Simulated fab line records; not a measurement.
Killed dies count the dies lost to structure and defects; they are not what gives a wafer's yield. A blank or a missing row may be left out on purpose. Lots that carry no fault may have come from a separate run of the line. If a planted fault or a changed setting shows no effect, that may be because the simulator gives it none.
Which tool is to blame? | flow n5-finfet | 15 lots, 45 wafers sampled, at 3 steps of a route of 1938

== WHAT EACH GAUGE READ, for each wafer ==
N5_DUMMY_GATE_OVL_MEAS_16.
lot  | measured    | on         | GATE_OVL (nm)
L853 | day 3 05:02 | overlay-02 | 0.2 0.9 0.8
L854 | day 3 11:11 | overlay-02 | 1.4 0.7 0.8
L855 | day 3 16:07 | overlay-01 | 0.5 -0.4 0.3
L856 | day 4 00:43 | overlay-01 | -1.2 -1.5 -1.1
L858 | day 4 13:16 | overlay-02 | -0.4 -0.8 0.8
L859 | day 4 17:04 | overlay-01 | 0.0 -0.3 -0.6
L861 | day 5 04:29 | overlay-02 | 1.5 0.6 1.8
L862 | day 5 13:32 | overlay-01 | -0.6 -0.9 -0.3
L863 | day 5 19:10 | overlay-01 | 1.2 0.4 1.2
L865 | day 6 03:47 | overlay-01 | - - -
L866 | day 6 09:41 | overlay-01 | - - -
L867 | day 6 17:38 | overlay-02 | - - -
L872 | day 7 22:38 | overlay-02 | 0.8 0.5 0.7
L874 | day 8 17:23 | overlay-01 | -0.9 -0.8 -0.2
L875 | day 8 23:15 | overlay-01 | 0.2 0.1 0.8

== WHICH TOOL RAN EACH LOT (tool, then ch and the chambers of the sampled wafers, then the start) ==
lot  | N5_STI_FIN_REVEAL_RECESS_09       | N5_DUMMY_GATE_PEB_13
L853 | vapor-etch-02 ch 0,1, day 2 17:35 | litho-track-02 ch 0, day 3 04:56
L854 | vapor-etch-01 ch 0,1, day 2 23:19 | litho-track-02 ch 0, day 3 11:05
L855 | vapor-etch-01 ch 0,1, day 3 04:43 | litho-track-04 ch 0, day 3 16:01
L856 | vapor-etch-02 ch 1, day 3 12:12   | litho-track-02 ch 0, day 4 00:37
L858 | vapor-etch-02 ch 0,1, day 4 00:38 | litho-track-02 ch 0, day 4 13:08
L859 | vapor-etch-01 ch 0,1, day 4 05:40 | litho-track-01 ch 0, day 4 16:58
L861 | vapor-etch-02 ch 0,1, day 4 16:20 | litho-track-04 ch 0, day 5 04:23
L862 | vapor-etch-02 ch 0, day 5 02:13   | litho-track-02 ch 0, day 5 13:25
L863 | vapor-etch-02 ch 0,1, day 5 07:42 | litho-track-01 ch 0, day 5 19:04
L865 | vapor-etch-01 ch 1, day 5 16:29   | litho-track-02, day 6 03:41
L866 | vapor-etch-01 ch 0,1, day 5 22:04 | litho-track-01, day 6 09:34
L867 | vapor-etch-02 ch 0,1, day 6 04:20 | litho-track-02, day 6 17:31
L872 | vapor-etch-02 ch 0,1, day 7 10:59 | litho-track-04 ch 0, day 7 22:32
L874 | vapor-etch-01 ch 0,1, day 8 02:01 | litho-track-01 ch 0, day 8 17:17
L875 | vapor-etch-01 ch 0,1, day 8 07:08 | litho-track-01 ch 0, day 8 23:09
- N5_STI_FIN_REVEAL_RECESS_09: chemistry HF/NH3, target SiO2, afs cycles 11, target depth 42.5 nm, sublimation time 60 s.
- N5_DUMMY_GATE_PEB_13: peb time 60 s.

== AS READ BY THE TOOLS THEMSELVES (means over the sampled wafers that have a number; for cases with no such wafer, the mark the record gives instead) ==
N5_STI_FIN_REVEAL_RECESS_09.
lot  | tool          | drypump-motor-current-A (A)
L853 | vapor-etch-02 | 5.1
L854 | vapor-etch-01 | 5.8
L855 | vapor-etch-01 | 5.8
L856 | vapor-etch-02 | 4.7
L858 | vapor-etch-02 | 4.9
L859 | vapor-etch-01 | 5.8
L861 | vapor-etch-02 | 5.2
L862 | vapor-etch-02 | 5.3
L863 | vapor-etch-02 | 5.1
L865 | vapor-etch-01 | 5.6
L866 | vapor-etch-01 | 6.1
L867 | vapor-etch-02 | 5.2
L872 | vapor-etch-02 | 5.2
L874 | vapor-etch-01 | 5.9
L875 | vapor-etch-01 | 6.1

N5_DUMMY_GATE_PEB_13.
lot  | tool           | chill-plate-temp-C (C) | exhaust-pa (Pa)
L853 | litho-track-02 | 23.07                  | 44.3
L854 | litho-track-02 | 23.00                  | 45.4
L855 | litho-track-04 | 23.02                  | 45.6
L856 | litho-track-02 | 22.96                  | 44.8
L858 | litho-track-02 | 23.14                  | 46.7
L859 | litho-track-01 | 23.05                  | 44.5
L861 | litho-track-04 | 22.96                  | 45.9
L862 | litho-track-02 | 22.96                  | 45.0
L863 | litho-track-01 | 23.00                  | 45.8
L865 | litho-track-02 | -                      | -
L866 | litho-track-01 | -                      | -
L867 | litho-track-02 | -                      | -
L872 | litho-track-04 | 23.04                  | 46.3
L874 | litho-track-01 | 23.02                  | 45.2
L875 | litho-track-01 | 23.10                  | 45.2

== THE ANSWER, worked out from the rows above alone ==
Rule: usual is defined by the lots themselves. Put in order of their means at a reading, lots are off if they are a third of the lots or fewer, leave a main group of 4 or more, and stand apart from it by a gap of 3 or more times the standard deviation of the main group's means; of several such gaps the widest counts. The tables above print the reading to a certain number of digits; a main group whose means all agree to those digits is not used. A lot without any number at a reading at which 4 lots or more have one is off too. Where the step has rows for the other lots, those lots are counted as sound. First the gauges in route order, then the tools' own readings, where a lot's mean is used as printed above. At the first step where some lot is off, the reading lying furthest off is the one used; lots without a number count as furthest.
Off: at N5_DUMMY_GATE_OVL_MEAS_16 (GATE_OVL), L865, L866, L867. Without a number there: L865, L866, L867. Mean 0.2 nm and standard deviation 0.74 in the main group.
If a tool, at a process step before that reading, ran all the lots that are off and no sound lot after the first of them, it fits. Not tried: the gauges at N5_DUMMY_GATE_OVL_MEAS_16; whatever is off there is also off at N5_DUMMY_GATE_PEB_13, on other tools, and gauge error can't account for it. Not one of the candidates tried fits.

== WHAT HAD BEEN PUT IN BY THE SIMULATOR ==
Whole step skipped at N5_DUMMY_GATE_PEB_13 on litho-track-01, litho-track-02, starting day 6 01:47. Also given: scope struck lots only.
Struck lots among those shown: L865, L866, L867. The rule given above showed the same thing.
